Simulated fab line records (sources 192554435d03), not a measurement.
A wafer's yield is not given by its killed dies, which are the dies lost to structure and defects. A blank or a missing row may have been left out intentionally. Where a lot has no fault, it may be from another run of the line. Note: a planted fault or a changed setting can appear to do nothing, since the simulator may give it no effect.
Matching of chambers || flow n5_finfet || N5_BEOL_M7_STRIP_19 on rie_diel-01: 4 sister chambers
The step strips in O2. 27 wafers are shown with their chamber, then 12 later ones without.

## WAFERS, EACH WITH ITS CHAMBER
{"wafer": "L074.2", "chamber": 3, "showerhead_plenum_p_Torr (Torr)": 2.07, "drypump_motor_current_A (A)": 5.4, "throttle_valve_pct (%)": 16.26}
{"wafer": "L074.3", "chamber": 1, "showerhead_plenum_p_Torr (Torr)": 2.23, "drypump_motor_current_A (A)": 5.8, "throttle_valve_pct (%)": 16.17}
{"wafer": "L074.6", "chamber": 3, "showerhead_plenum_p_Torr (Torr)": 2.07, "drypump_motor_current_A (A)": 5.4, "throttle_valve_pct (%)": 16.27}
{"wafer": "L076.2", "chamber": 0, "showerhead_plenum_p_Torr (Torr)": 2.10, "drypump_motor_current_A (A)": 6.5, "throttle_valve_pct (%)": 16.39}
{"wafer": "L076.5", "chamber": 2, "showerhead_plenum_p_Torr (Torr)": 2.12, "drypump_motor_current_A (A)": 5.7, "throttle_valve_pct (%)": 16.50}
{"wafer": "L076.6", "chamber": 3, "showerhead_plenum_p_Torr (Torr)": 2.07, "drypump_motor_current_A (A)": 5.4, "throttle_valve_pct (%)": 16.26}
{"wafer": "L078.1", "chamber": 1, "showerhead_plenum_p_Torr (Torr)": 2.23, "drypump_motor_current_A (A)": 5.8, "throttle_valve_pct (%)": 16.18}
{"wafer": "L078.3", "chamber": 3, "showerhead_plenum_p_Torr (Torr)": 2.07, "drypump_motor_current_A (A)": 5.4, "throttle_valve_pct (%)": 16.28}
{"wafer": "L078.6", "chamber": 0, "showerhead_plenum_p_Torr (Torr)": 2.10, "drypump_motor_current_A (A)": 6.5, "throttle_valve_pct (%)": 16.40}
{"wafer": "L079.3", "chamber": 2, "showerhead_plenum_p_Torr (Torr)": 2.12, "drypump_motor_current_A (A)": 5.7, "throttle_valve_pct (%)": 16.50}
{"wafer": "L079.4", "chamber": 0, "showerhead_plenum_p_Torr (Torr)": 2.10, "drypump_motor_current_A (A)": 6.5, "throttle_valve_pct (%)": 16.41}
{"wafer": "L079.6", "chamber": 1, "showerhead_plenum_p_Torr (Torr)": 2.23, "drypump_motor_current_A (A)": 5.7, "throttle_valve_pct (%)": 16.19}
{"wafer": "L080.3", "chamber": 2, "showerhead_plenum_p_Torr (Torr)": 2.12, "drypump_motor_current_A (A)": 5.7, "throttle_valve_pct (%)": 16.51}
{"wafer": "L080.4", "chamber": 0, "showerhead_plenum_p_Torr (Torr)": 2.09, "drypump_motor_current_A (A)": 6.5, "throttle_valve_pct (%)": 16.41}
{"wafer": "L080.5", "chamber": 0, "showerhead_plenum_p_Torr (Torr)": 2.09, "drypump_motor_current_A (A)": 6.4, "throttle_valve_pct (%)": 16.41}
{"wafer": "L081.2", "chamber": 2, "showerhead_plenum_p_Torr (Torr)": 2.12, "drypump_motor_current_A (A)": 5.7, "throttle_valve_pct (%)": 16.51}
{"wafer": "L081.4", "chamber": 1, "showerhead_plenum_p_Torr (Torr)": 2.23, "drypump_motor_current_A (A)": 5.8, "throttle_valve_pct (%)": 16.19}
{"wafer": "L081.5", "chamber": 3, "showerhead_plenum_p_Torr (Torr)": 2.07, "drypump_motor_current_A (A)": 5.4, "throttle_valve_pct (%)": 16.32}
{"wafer": "L082.1", "chamber": 0, "showerhead_plenum_p_Torr (Torr)": 2.09, "drypump_motor_current_A (A)": 6.5, "throttle_valve_pct (%)": 16.41}
{"wafer": "L082.2", "chamber": 1, "showerhead_plenum_p_Torr (Torr)": 2.23, "drypump_motor_current_A (A)": 5.8, "throttle_valve_pct (%)": 16.20}
{"wafer": "L082.5", "chamber": 2, "showerhead_plenum_p_Torr (Torr)": 2.12, "drypump_motor_current_A (A)": 5.7, "throttle_valve_pct (%)": 16.53}
{"wafer": "L083.3", "chamber": 3, "showerhead_plenum_p_Torr (Torr)": 2.07, "drypump_motor_current_A (A)": 5.4, "throttle_valve_pct (%)": 16.29}
{"wafer": "L083.5", "chamber": 1, "showerhead_plenum_p_Torr (Torr)": 2.23, "drypump_motor_current_A (A)": 5.8, "throttle_valve_pct (%)": 16.20}
{"wafer": "L083.6", "chamber": 2, "showerhead_plenum_p_Torr (Torr)": 2.12, "drypump_motor_current_A (A)": 5.7, "throttle_valve_pct (%)": 16.51}
{"wafer": "L085.3", "chamber": 1, "showerhead_plenum_p_Torr (Torr)": 2.23, "drypump_motor_current_A (A)": 5.8, "throttle_valve_pct (%)": 16.22}
{"wafer": "L085.4", "chamber": 2, "showerhead_plenum_p_Torr (Torr)": 2.12, "drypump_motor_current_A (A)": 5.7, "throttle_valve_pct (%)": 16.52}
{"wafer": "L085.5", "chamber": 0, "showerhead_plenum_p_Torr (Torr)": 2.09, "drypump_motor_current_A (A)": 6.5, "throttle_valve_pct (%)": 16.43}

SIGNATURES (means of the wafers above)
{"reading": "showerhead_plenum_p_Torr", "chamber 0": 2.0943, "chamber 1": 2.2300, "chamber 2": 2.1200, "chamber 3": 2.0700, "scatter within a chamber": 0.00273}
{"reading": "drypump_motor_current_A", "chamber 0": 6.486, "chamber 1": 5.786, "chamber 2": 5.700, "chamber 3": 5.400, "scatter within a chamber": 0.0273}
{"reading": "throttle_valve_pct", "chamber 0": 16.4086, "chamber 1": 16.1929, "chamber 2": 16.5114, "chamber 3": 16.2800, "scatter within a chamber": 0.0158}
Rule: a wafer's distance from a chamber is the root of the sum, over the readings, of the square of ((its reading less the chamber's mean) divided by the reading's scatter). The wafer belongs to the nearest chamber; if the next one is less than 2 further off, it can't be placed. The scatter: the root of (the sum of the squares of (reading less its chamber's mean) over the shown wafers, divided by (wafers less chambers)).

## WAFERS WITHOUT THEIR CHAMBER
{"wafer": "L089.1", "showerhead_plenum_p_Torr (Torr)": 2.22, "drypump_motor_current_A (A)": 5.7, "throttle_valve_pct (%)": 16.23}
{"wafer": "L089.2", "showerhead_plenum_p_Torr (Torr)": 2.09, "drypump_motor_current_A (A)": 6.4, "throttle_valve_pct (%)": 16.45}
{"wafer": "L089.3", "showerhead_plenum_p_Torr (Torr)": 2.06, "drypump_motor_current_A (A)": 5.4, "throttle_valve_pct (%)": 16.32}
{"wafer": "L090.3", "showerhead_plenum_p_Torr (Torr)": 2.22, "drypump_motor_current_A (A)": 5.7, "throttle_valve_pct (%)": 16.22}
{"wafer": "L090.4", "showerhead_plenum_p_Torr (Torr)": 2.11, "drypump_motor_current_A (A)": 5.7, "throttle_valve_pct (%)": 16.54}
{"wafer": "L090.6", "showerhead_plenum_p_Torr (Torr)": 2.06, "drypump_motor_current_A (A)": 5.4, "throttle_valve_pct (%)": 16.31}
{"wafer": "L094.2", "showerhead_plenum_p_Torr (Torr)": 2.06, "drypump_motor_current_A (A)": 5.4, "throttle_valve_pct (%)": 16.35}
{"wafer": "L094.3", "showerhead_plenum_p_Torr (Torr)": 2.08, "drypump_motor_current_A (A)": 6.5, "throttle_valve_pct (%)": 16.48}
{"wafer": "L094.6", "showerhead_plenum_p_Torr (Torr)": 2.06, "drypump_motor_current_A (A)": 5.4, "throttle_valve_pct (%)": 16.33}
{"wafer": "L092.4", "showerhead_plenum_p_Torr (Torr)": 2.06, "drypump_motor_current_A (A)": 5.4, "throttle_valve_pct (%)": 16.35}
{"wafer": "L092.5", "showerhead_plenum_p_Torr (Torr)": 2.22, "drypump_motor_current_A (A)": 5.8, "throttle_valve_pct (%)": 16.25}
{"wafer": "L092.6", "showerhead_plenum_p_Torr (Torr)": 2.08, "drypump_motor_current_A (A)": 6.4, "throttle_valve_pct (%)": 16.47}

## WHICH CHAMBER EACH WENT THROUGH
{"wafer": "L089.1", "from the rows above": 1, "in truth": 1}
{"wafer": "L089.2", "from the rows above": 0, "in truth": 0}
{"wafer": "L089.3", "from the rows above": 3, "in truth": 3}
{"wafer": "L090.3", "from the rows above": 1, "in truth": 1}
{"wafer": "L090.4", "from the rows above": 2, "in truth": 2}
{"wafer": "L090.6", "from the rows above": 3, "in truth": 3}
{"wafer": "L094.2", "from the rows above": 3, "in truth": 3}
{"wafer": "L094.3", "from the rows above": 0, "in truth": 0}
{"wafer": "L094.6", "from the rows above": 3, "in truth": 3}
{"wafer": "L092.4", "from the rows above": 3, "in truth": 3}
{"wafer": "L092.5", "from the rows above": 1, "in truth": 1}
{"wafer": "L092.6", "from the rows above": 0, "in truth": 0}
12 of 12 placed correctly. Not placeable from these rows: 0. 0 placed wrongly.
